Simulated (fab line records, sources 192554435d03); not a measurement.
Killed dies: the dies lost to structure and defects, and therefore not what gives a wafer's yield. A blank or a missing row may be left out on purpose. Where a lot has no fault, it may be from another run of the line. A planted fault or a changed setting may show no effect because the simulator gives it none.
A struck lot beside a sound one | flow n5 finfet | 16 steps out of a route of 1938
Sound: wafers L889.2, L889.5, L889.6. Struck: wafers L883.3, L883.4. (L883.2 of the same lot was not struck and is left out.) The cause comes at the end.
For every step that has rows: the tool of each side, followed by ch and its chambers, followed by its first start. Under that, the readings that differ: sound wafers | struck wafers | difference of the means | sigmas: that difference in standard deviations of wafers without a fault.
alike: readings whose means differ by less than 2 such deviations, and words and numbers that are the same on both sides. not compared: withheld readings, readings that some wafer has no value for, bounds like >300 that may hide the same value, and numbers for which the record gives no deviation and whose values overlap.
A row with sigmas, a row that says differs or no value, or rows on one side alone: a step with any of these is where the two part. Numbers that have no deviation but don't overlap get no sigmas and don't part them. A reading missing from all wafers of one side parts the sides only when that side holds two or more wafers.

first, 8 steps without rows for these wafers: N5_SDB_COAT_03 (time 60 s, resist thk 100 nm); N5_SDB_COAT_04 (time 60 s, resist thk 18 nm); N5_SDB_COAT_05 (resist thk 90 nm); N5_SDB_EBR_07; N5_SDB_SOFTBAKE_06 (time 60 s); N5_SDB_EXPOSE_08 (exposes mask SDB); N5_SDB_PEB_09 (peb time 60 s); N5_SDB_DEVELOP_10 (develop time 30 s).
N5_SDB_CD_MEAS_11 targets a cd of 50 nm.
  sound on cd sem-01 ch 0, day 8 20:36; struck on cd sem-02 ch 0, day 7 05:49
  alike: cd nm
N5_SDB_OVL_MEAS_12:
  sound on overlay-02 ch 0, day 8 20:38; struck on overlay-01 ch 0, day 7 05:50
  alike: SDB_OVL
N5_SDB_INSPECT_13: inspects for defects (brightfield).
  struck on defect inspect-02, day 7 05:52; sound on defect inspect-02, day 8 20:39
  alike: raw defect count
N5_SDB_DESCUM_16: chemistry O2, time 7.9 s.
  sound on rie diel-01 ch 0,1, day 8 20:41; struck on rie diel-05 ch 2,3, day 7 06:25
  alike: drypump motor current A, oes product au, rf vpp V, showerhead plenum p Torr, throttle valve pct
  not compared: rf hours counter h
N5_SDB_ETCH_17: etches SiARC in CF4, target depth 23.4 nm, time 39 s.
  sound on rie diel-01 ch 0,1, day 8 20:43; struck on rie diel-05 ch 2,3, day 7 06:27
  reading                | sound             | struck      | difference | sigmas
  etch rf on time s (s)  | 39.7 39.6 39.6    | 51.6 54.4   | +13.4      | +12
  throttle valve pct (%) | 15.94 15.93 15.50 | 15.26 15.38 | -0.47      | -2
  alike: drypump motor current A, oes product au, rf vpp V, showerhead plenum p Torr
  not compared: rf hours counter h
N5_SDB_ETCH_18: etches SOC in N2/H2, target depth 100 nm, overetch 20 nm, time 150 s.
  sound on rie diel-01 ch 0,1, day 8 20:46; struck on rie diel-05 ch 2,3, day 7 06:29
  reading               | sound          | struck    | difference | sigmas
  oes product au (a.u.) | 0.61 0.60 0.73 | 0.82 0.79 | +0.16      | +2
  alike: drypump motor current A, rf vpp V, showerhead plenum p Torr, throttle valve pct
  not compared: rf hours counter h
-- the record jumps here: 8 days lie between the struck wafers' starts before and after (it left off in module SDB and takes up again in module BEOL_M4, whose first step shown is number 1111 of the route) --
N5_BEOL_M4_RC_MEAS_101:
  sound on prober-01 ch 0, day 17 01:50; struck on prober-01 ch 0, day 15 13:53
  alike: DIBL_N, DIBL_P, IOFF_N, IOFF_P, ION_N, ION_P, SS_N, SS_P, VT_N, VT_P
-- record jumps: 5 days separate the struck wafers' starts on either side; left off in module BEOL_M4, taken up again in module PASSIVATION, whose first shown step is the route's number 1936 --
N5_PASSIVATION_PROBE_49:
  struck on prober-02, day 20 06:14; sound on prober-02, day 21 03:01
  reading                 | sound       | struck  | difference | sigmas
  sort_bin_5_function (%) | 4.0 4.2 4.4 | 6.5 6.4 | +2.2       | +2
  alike: defect limited yield, killed_at_M0_to_M3, killed_at_M4_up, killed at contacts, killed at front end, killed at other, killed dies, killed on rim, killed open, killed short, sort_bin_6_memory, sort n pass, sort yield pct

WHERE THEY PART
Earliest at N5_SDB_ETCH_17; latest, in this record, at N5_PASSIVATION_PROBE_49.

WHY: the cause the simulator had injected
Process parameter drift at N5_SDB_ETCH_17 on rie diel-05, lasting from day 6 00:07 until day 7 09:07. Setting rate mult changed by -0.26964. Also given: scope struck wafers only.
